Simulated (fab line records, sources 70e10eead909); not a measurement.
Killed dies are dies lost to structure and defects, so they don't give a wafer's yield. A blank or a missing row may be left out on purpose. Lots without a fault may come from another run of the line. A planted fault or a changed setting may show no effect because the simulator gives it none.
Which tool did it? | flow nand_harc | 12 lots, 36 wafers sampled, at 5 steps of a route of 1302

WHAT THE GAUGES READ, wafer by wafer
NHARC_END_SORT_01. Usual: killed_at_array 60, standard deviation 21; killed_at_other 1.0, standard deviation 1.2; killed_at_periphery 4.2, standard deviation 2.8; killed_dies 65, standard deviation 20; killed_open 3.1, standard deviation 1.8; killed_short 2.6, standard deviation 1.6.
lot  | measured     | on        | killed_at_array | killed_at_other | killed_at_periphery | killed_dies | killed_open | killed_short | flag
L884 | day 26 10:00 | prober-02 | 674 672 676     | 2 0 0           | 1 5 1               | 677 677 677 | 3 5 4       | 0 4 5        | OFF
L885 | day 26 09:59 | prober-01 | 670 674 672     | 4 3 1           | 3 0 4               | 677 677 677 | 5 3 3       | 1 2 4        | OFF

WHICH TOOL RAN EACH LOT (tool, then ch and the chambers of the sampled wafers, then the start)
lot  | NHARC_A_STAIRCASE_ETCH_451                    | NHARC_A_STAIRCASE_DESCUM_291       | NHARC_A_STAIRCASE_ETCH_294         | NHARC_A_STAIRCASE_HM_DEP_462
L879 | rie_diel-08 ch 1,3, day 16 11:50 or earlier   | rie_diel-04 ch 0,3, day 16 11:50   | rie_diel-04 ch 0,1, day 16 12:40   | acl_dep-03 ch 0, day 16 18:21
L880 | rie_diel-08 ch 0,2,3, day 17 05:53 or earlier | rie_diel-04 ch 0,3, day 17 05:53   | rie_diel-04 ch 0,2, day 17 06:42   | acl_dep-01 ch 0, day 17 09:16
L884 | rie_diel-08 ch 0,3, day 18 19:58 or earlier   | rie_diel-08 ch 0,2,3, day 18 19:58 | rie_diel-08 ch 2,3, day 18 20:39   | acl_dep-02 ch 0, day 18 22:25
L885 | rie_diel-04 ch 0,1,2, day 18 21:16 or earlier | rie_diel-04 ch 1,3, day 18 21:16   | rie_diel-04 ch 0,1,2, day 18 21:52 | acl_dep-03 ch 0, day 18 23:31
L894 | rie_diel-07 ch 0,1, day 22 11:06 or earlier   | rie_diel-04 ch 1,3, day 22 11:06   | rie_diel-04 ch 0,1, day 22 11:42   | acl_dep-03 ch 0, day 22 13:39
L896 | rie_diel-07 ch 0,1,2, day 23 14:31 or earlier | rie_diel-04 ch 0,1, day 23 14:31   | rie_diel-04 ch 0,1, day 23 15:13   | acl_dep-02 ch 0, day 23 17:26
L895 | rie_diel-08 ch 2,3, day 23 20:04 or earlier   | rie_diel-07 ch 1,3, day 23 20:04   | rie_diel-07 ch 1,2, day 23 21:07   | acl_dep-01 ch 0, day 23 22:41
L897 | rie_diel-07 ch 1,2,3, day 24 16:25 or earlier | rie_diel-04 ch 0,1,2, day 24 16:25 | rie_diel-04 ch 0,3, day 24 16:59   | acl_dep-01 ch 0, day 24 19:34
L898 | rie_diel-04 ch 0,1, day 24 17:14 or earlier   | rie_diel-07 ch 0,1,2, day 24 17:14 | rie_diel-07 ch 0,1,3, day 24 18:04 | acl_dep-03 ch 0, day 24 20:27
L899 | rie_diel-04 ch 0,2,3, day 24 18:13 or earlier | rie_diel-08 ch 0,2,3, day 24 18:13 | rie_diel-08 ch 0,2,3, day 24 18:58 | acl_dep-02 ch 0, day 24 20:31
L900 | rie_diel-08 ch 1,2,3, day 25 13:11 or earlier | rie_diel-08 ch 1,2,3, day 25 13:11 | rie_diel-08 ch 1,3, day 25 13:56   | acl_dep-03 ch 0, day 25 19:40
L902 | rie_diel-04 ch 1,3, day 26 06:40 or earlier   | rie_diel-08 ch 0,1,3, day 26 06:40 | rie_diel-08 ch 0,1, day 26 07:16   | acl_dep-02 ch 0, day 26 08:54
- NHARC_A_STAIRCASE_ETCH_451: etches the open film in CF4/O2, target depth 30 nm, overetch 3 nm, time 16.5 s.
- NHARC_A_STAIRCASE_DESCUM_291: chemistry O2, time 3 s.
- NHARC_A_STAIRCASE_ETCH_294: etches the open film in C4F8/O2/Ar, target depth 4989 nm, time 1211.6 s.
- NHARC_A_STAIRCASE_HM_DEP_462: deposits aC, target thk 800 nm.

WHAT THE TOOLS THEMSELVES READ (means of the sampled wafers that have a number; where no wafer has one, the mark that the record gives instead)
NHARC_A_STAIRCASE_ETCH_451. Usual: bias_w 100.0 W, standard deviation 0.3; cf4_flow_sccm 80.00 sccm, standard deviation 0.24; drypump_motor_current_A 5.6 A, standard deviation 0.33; oes_product_au 0.999 a.u., standard deviation 0.0077; rf_vpp_V 197.9 V, standard deviation 1.4; showerhead_plenum_p_Torr 1.34 Torr, standard deviation 0.056; throttle_valve_pct 13.397 %, standard deviation 0.0094.
lot  | tool        | bias_w (W) | cf4_flow_sccm (sccm) | drypump_motor_current_A (A) | oes_product_au (a.u.) | rf_vpp_V (V) | showerhead_plenum_p_Torr (Torr) | throttle_valve_pct (%) | flag
L879 | rie_diel-08 | 99.7       | 79.87                | 5.9                         | 0.992                 | 195.9        | 1.26                            | 13.395                 |
L880 | rie_diel-08 | 99.6       | 79.82                | 5.5                         | 1.010                 | 198.2        | 1.34                            | 13.400                 |
L884 | rie_diel-08 | 99.9       | 79.94                | 5.4                         | 1.002                 | 199.0        | 1.37                            | 13.395                 |
L885 | rie_diel-04 | 100.1      | 79.97                | 5.5                         | 1.001                 | 197.7        | 1.34                            | 13.387                 |
L894 | rie_diel-07 | 100.0      | 80.02                | 5.6                         | 0.994                 | 197.4        | 1.33                            | 13.392                 |
L896 | rie_diel-07 | 100.3      | 80.14                | 5.6                         | 0.998                 | 197.7        | 1.33                            | 13.402                 |
L895 | rie_diel-08 | 99.8       | 80.01                | 5.6                         | 1.006                 | 196.8        | 1.28                            | 13.398                 |
L897 | rie_diel-07 | 100.4      | 80.14                | 5.7                         | 0.995                 | 197.3        | 1.32                            | 13.405                 |
L898 | rie_diel-04 | 100.0      | 80.00                | 5.1                         | 1.004                 | 196.0        | 1.28                            | 13.401                 |
L899 | rie_diel-04 | 100.3      | 79.95                | 5.6                         | 0.993                 | 198.1        | 1.37                            | 13.397                 |
L900 | rie_diel-08 | 100.1      | 80.15                | 5.7                         | 0.999                 | 197.8        | 1.33                            | 13.404                 |
L902 | rie_diel-04 | 100.0      | 80.17                | 5.0                         | 0.999                 | 196.5        | 1.29                            | 13.391                 |

NHARC_A_STAIRCASE_DESCUM_291. Usual: drypump_motor_current_A 5.6 A, standard deviation 0.37; oes_product_au 1.000 a.u., standard deviation 0.0074; rf_vpp_V 58.0 V, standard deviation 0.89; showerhead_plenum_p_Torr 1.93 Torr, standard deviation 0.081; throttle_valve_pct 11.310 %, standard deviation 0.0086.
lot  | tool        | drypump_motor_current_A (A) | oes_product_au (a.u.) | rf_vpp_V (V) | showerhead_plenum_p_Torr (Torr) | throttle_valve_pct (%) | flag
L879 | rie_diel-04 | 5.5                         | 1.006                 | 58.0         | 1.96                            | 11.310                 |
L880 | rie_diel-04 | 5.5                         | 1.004                 | 58.9         | 1.95                            | 11.307                 |
L884 | rie_diel-08 | 5.5                         | 1.006                 | 57.4         | 1.91                            | 11.311                 |
L885 | rie_diel-04 | 5.0                         | 1.007                 | 56.9         | 1.87                            | 11.310                 |
L894 | rie_diel-04 | 5.0                         | 1.000                 | 57.1         | 1.86                            | 11.314                 |
L896 | rie_diel-04 | 5.1                         | 0.998                 | 57.2         | 1.84                            | 11.306                 |
L895 | rie_diel-07 | 5.7                         | 0.997                 | 57.6         | 1.89                            | 11.314                 |
L897 | rie_diel-04 | 5.5                         | 1.003                 | 59.6         | 1.91                            | 11.315                 |
L898 | rie_diel-07 | 5.6                         | 0.994                 | 58.4         | 1.90                            | 11.310                 |
L899 | rie_diel-08 | 5.5                         | 1.000                 | 57.7         | 1.89                            | 11.315                 |
L900 | rie_diel-08 | 5.7                         | 0.994                 | 57.5         | 1.90                            | 11.307                 |
L902 | rie_diel-08 | 5.7                         | 0.999                 | 58.5         | 1.97                            | 11.308                 |

NHARC_A_STAIRCASE_ETCH_294. Usual: bias_w 3000 W, standard deviation 9.1; chamber_pressure_mTorr 24.995 mTorr, standard deviation 0.024; oes_product_au 0.933 a.u., standard deviation 0.01; rf_vpp_V 1829 V, standard deviation 10.
lot  | tool        | bias_w (W) | chamber_pressure_mTorr (mTorr) | oes_product_au (a.u.) | rf_vpp_V (V) | flag
L879 | rie_diel-04 | 3004       | 24.987                         | 0.928                 | 1824         |
L880 | rie_diel-04 | 2999       | 25.020                         | 0.932                 | 1832         |
L884 | rie_diel-08 | -          | -                              | -                     | -            | OFF
L885 | rie_diel-04 | -          | -                              | -                     | -            | OFF
L894 | rie_diel-04 | 3002       | 25.012                         | 0.942                 | 1818         |
L896 | rie_diel-04 | 3004       | 24.994                         | 0.932                 | 1818         |
L895 | rie_diel-07 | 3003       | 24.976                         | 0.920                 | 1821         |
L897 | rie_diel-04 | 3002       | 24.981                         | 0.928                 | 1830         |
L898 | rie_diel-07 | 3004       | 25.014                         | 0.929                 | 1828         |
L899 | rie_diel-08 | 3000       | 24.976                         | 0.935                 | 1823         |
L900 | rie_diel-08 | 3001       | 25.002                         | 0.925                 | 1836         |
L902 | rie_diel-08 | 3008       | 24.998                         | 0.932                 | 1843         |

NHARC_A_STAIRCASE_HM_DEP_462. Usual: throttle_valve_pct 35.000 %, standard deviation 0.0088.
lot  | tool       | throttle_valve_pct (%) | flag
L879 | acl_dep-03 | 35.006                 |
L880 | acl_dep-01 | 35.001                 |
L884 | acl_dep-02 | 34.994                 |
L885 | acl_dep-03 | 34.989                 |
L894 | acl_dep-03 | 35.003                 |
L896 | acl_dep-02 | 35.001                 |
L895 | acl_dep-01 | 34.994                 |
L897 | acl_dep-01 | 35.003                 |
L898 | acl_dep-03 | 35.005                 |
L899 | acl_dep-02 | 35.005                 |
L900 | acl_dep-03 | 35.003                 |
L902 | acl_dep-02 | 35.003                 |

THE ANSWER, worked out from the rows above alone
Rule: a lot is off if the mean of its wafers that have a number lies more than 3 standard deviations from the usual mean. A lot without any number at a reading at which 4 lots or more have one is off too. The other lots that the step has rows for count as sound. The gauges are gone through in route order, then the tools' own readings, and for those a lot's mean is taken as printed above. The first step at which some lot is off is used, and at that step the reading that is off furthest; a lot without a number counts as furthest.
Off: L884, L885, at NHARC_END_SORT_01 (killed_dies). Neither off nor sound, because the step has no rows for them: L879, L880, L894, L896, L895, L897, L898, L899, L900, L902.
A tool fits if, at a process step before that reading, it ran every lot that is off, and no sound lot after the first of them. The gauges at NHARC_END_SORT_01 aren't tried: what is off there is off at NHARC_A_STAIRCASE_ETCH_294 too, on other tools, and a gauge's error can't cause that. NHARC_A_STAIRCASE_ETCH_451 gives no start for some lots, so the hours and the order of its lots are those of NHARC_A_STAIRCASE_DESCUM_291. None of those tried fits.

WHAT THE SIMULATOR HAD PUT IN
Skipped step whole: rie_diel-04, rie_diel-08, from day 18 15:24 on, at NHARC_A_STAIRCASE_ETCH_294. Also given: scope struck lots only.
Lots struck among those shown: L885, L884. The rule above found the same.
